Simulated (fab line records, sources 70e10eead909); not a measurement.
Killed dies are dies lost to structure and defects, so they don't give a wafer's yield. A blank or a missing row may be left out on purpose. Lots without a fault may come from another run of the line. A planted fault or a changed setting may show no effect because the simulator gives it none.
Which tool did it? | flow nand_harc | 12 lots, 36 wafers sampled, at 1 step of a route of 1302

WHAT THE GAUGES READ, wafer by wafer
NHARC_P_GATE_CD_MEAS_91: target cd 2000 nm.
lot  | measured     | on        | cd_nm (nm)
L075 | day 6 06:28  | cd_sem-01 | 2001.0 2000.3 1996.4
L077 | day 7 06:11  | cd_sem-01 | 1997.9 1998.7 1998.0
L079 | day 7 21:06  | cd_sem-02 | 1998.3 2000.0 2000.8
L080 | day 8 14:37  | cd_sem-02 | 1994.7 2000.7 1998.1
L083 | day 9 18:05  | cd_sem-01 | 2002.4 2003.2 2000.2
L085 | day 10 11:10 | cd_sem-03 | 2000.6 2000.5 2000.5
L086 | day 10 22:35 | cd_sem-01 | 1999.5 1995.6 2000.8
L089 | day 11 19:34 | cd_sem-02 | 2001.4 2000.2 1998.2
L091 | day 12 20:27 | cd_sem-01 | 2000.4 2001.5 1997.8
L093 | day 13 13:22 | cd_sem-01 | 2000.2 2004.8 2000.0
L095 | day 14 12:36 | cd_sem-03 | 2002.1 2000.5 2001.1
L097 | day 15 03:13 | cd_sem-03 | 1999.6 1995.3 1999.0

WHICH TOOL RAN EACH LOT (tool, then ch and the chambers of the sampled wafers, then the start)
The record holds no process step before these readings.

THE ANSWER, worked out from the rows above alone
Rule: what is usual is taken from the lots themselves. Put in order of their means at a reading, lots are off if they are a third of the lots or fewer, leave a main group of 4 or more, and stand apart from it by a gap of 3 or more times the standard deviation of the main group's means; of several such gaps the widest counts. A main group whose means are all the same, to the digits that the tables above print for the reading, isn't used. A lot without any number at a reading at which 4 lots or more have one is off too. The other lots that the step has rows for count as sound.
No lot is off at any reading shown: from this, nothing can be told.

WHAT THE SIMULATOR HAD PUT IN
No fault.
